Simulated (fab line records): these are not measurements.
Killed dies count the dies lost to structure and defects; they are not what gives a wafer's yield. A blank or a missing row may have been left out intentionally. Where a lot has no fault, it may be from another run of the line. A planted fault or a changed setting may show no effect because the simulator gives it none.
Struck lot and sound lot, side by side || flow n5-finfet || 14 out of 1938 route steps
Sound: wafers L185.1, L185.3, L185.6. Struck: wafer L192.1. The cause is named last.
Per side, at each step with rows, come the tool, then ch with its chambers, and then its first start. Under that, the readings that differ: sound wafers || struck wafers || difference of the means || sigmas: that difference in standard deviations of wafers without a fault.
alike: words and numbers the same on both sides, and readings whose means are apart by under 2 such deviations; not compared: readings that were withheld, readings missing a value for some wafer, numbers with overlapping values and no deviation given by the record, and bounds like >300 which may hide the same value.
The two part at a step that has a row with sigmas, a row that says differs or no value, or rows on one side only. Numbers that have no deviation but don't overlap get no sigmas and don't part them. A reading missing from all wafers of one side parts the sides only when that side holds two or more wafers.

first, 3 steps without rows for these wafers: N5_BEOL_M8_EXPOSE_25 (exposes mask V7, target cd 40 nm); N5_BEOL_M8_PEB_26 (peb time 60 s); N5_BEOL_M8_DEVELOP_27 (develop time 30 s).
N5_BEOL_M8_CD_MEAS_28: target cd 40 nm.
  sound on cd-sem-01 ch 0, day 10 06:10; struck on cd-sem-02 ch 0, day 12 01:36
  alike: cd-nm
N5_BEOL_M8_OVL_MEAS_29:
  sound on overlay-02 ch 0, day 10 06:12; struck on overlay-01 ch 0, day 12 01:38
  alike: V7_OVL
N5_BEOL_M8_INSPECT_30: inspects for defects (brightfield).
  sound: defect-inspect-02 at day 10 06:16; struck: defect-inspect-01 at day 12 01:41
  alike: raw-defect-count
N5_BEOL_M8_DESCUM_33: chemistry O2, time 7 s.
  sound on rie-diel-01 ch 0,1,3, day 10 06:17; struck on rie-diel-02 ch 0, day 12 02:18
{"reading": "oes-product-au (a.u.)", "sound": "0.75 0.72 0.82", "struck": 0.92, "difference": "+0.16", "sigmas": "+2"}
  alike: drypump-motor-current-A, rf-vpp-V, showerhead-plenum-p-Torr, temp-c, throttle-valve-pct
  not compared: rf-hours-counter-h
N5_BEOL_M8_ETCH_72: etches underlayer in N2/H2, target depth 6.5 nm, time 5.2 s.
  sound on rie-diel-01 ch 0,1,3, day 10 06:20; struck on rie-diel-02 ch 0, day 12 02:20
{"reading": "etch-rf-on-time-s (s)", "sound": "5.16 5.37 5.24", "struck": 5.05, "difference": -0.21, "sigmas": -3}
{"reading": "oes-product-au (a.u.)", "sound": "0.64 0.61 0.70", "struck": 0.78, "difference": "+0.13", "sigmas": "+2"}
  alike: drypump-motor-current-A, rf-fwd-power-W, rf-vpp-V, showerhead-plenum-p-Torr, throttle-valve-pct
  not compared: rf-hours-counter-h
N5_BEOL_M8_ETCH_65: etches SiARC in CF4, target depth 15.6 nm, time 26 s.
  sound on rie-diel-01 ch 0,1,3, day 10 06:20; struck on rie-diel-02 ch 0, day 12 02:21
{"reading": "etch-rf-on-time-s (s)", "sound": "26.1 26.8 26.3", "struck": 25.1, "difference": -1.3, "sigmas": -3}
{"reading": "oes-product-au (a.u.)", "sound": "0.64 0.61 0.71", "struck": 0.78, "difference": "+0.13", "sigmas": "+2"}
  alike: drypump-motor-current-A, rf-fwd-power-W, rf-vpp-V, showerhead-plenum-p-Torr, throttle-valve-pct
  not compared: rf-hours-counter-h
N5_BEOL_M8_ETCH_66: etches SOC in N2/H2, target depth 80 nm, overetch 16 nm, time 120 s.
  sound on rie-diel-01 ch 0,1,3, day 10 06:22; struck on rie-diel-02 ch 0, day 12 02:23
  alike: drypump-motor-current-A, oes-product-au, rf-fwd-power-W, rf-vpp-V, showerhead-plenum-p-Torr, temp-c, throttle-valve-pct
  not compared: rf-hours-counter-h
then, 2 steps without rows for these wafers: N5_BEOL_M8_STRIP_69 (strips in N2/H2); N5_BEOL_M8_STRIP_73 (strips in N2/H2).
N5_BEOL_M8_VIA_ETCH_34: etches SiCOH lowk in C4F6/O2, target depth 125.5 nm, time 50.5 s.
  sound on rie-diel-01 ch 0,1,3, day 10 06:28; struck on rie-diel-02 ch 0, day 12 02:29
{"reading": "oes_f_703_au (a.u.)", "sound": "0.75 0.73 0.82", "struck": 1.17, "difference": "+0.40", "sigmas": "+6"}
{"reading": "oes_o_777_au (a.u.)", "sound": "0.76 0.72 0.81", "struck": 1.15, "difference": "+0.39", "sigmas": "+6"}
{"reading": "oes-product-au (a.u.)", "sound": "0.75 0.71 0.83", "struck": 0.96, "difference": "+0.20", "sigmas": "+3"}
{"reading": "rf-fwd-power-W (W)", "sound": "343.3 344.1 342.5", "struck": 425.7, "difference": "+82.4", "sigmas": "+59"}
{"reading": "rf-vpp-V (V)", "sound": "670 655 671", "struck": 599, "difference": -66, "sigmas": -12}
{"reading": "model.etch.depth-nm (nm)", "sound": "124.9 121.9 124.8", "struck": 139.3, "difference": "+15.4", "sigmas": ""}
{"reading": "model.SOC_of_BEOL_M8_COAT_63.thk-nm (nm)", "sound": "54 54.2 54", "struck": 53.2, "difference": -0.9, "sigmas": ""}
  alike: drypump-motor-current-A, showerhead-plenum-p-Torr, throttle-valve-pct
  not compared: rf-hours-counter-h
then, 1 step without rows for these wafers: N5_BEOL_M8_STRIP_76 (strips in C4F6/O2).

## WHERE THEY PART
First at N5_BEOL_M8_DESCUM_33; last, within this record, at N5_BEOL_M8_VIA_ETCH_34.

WHY: what had been put in by the simulator
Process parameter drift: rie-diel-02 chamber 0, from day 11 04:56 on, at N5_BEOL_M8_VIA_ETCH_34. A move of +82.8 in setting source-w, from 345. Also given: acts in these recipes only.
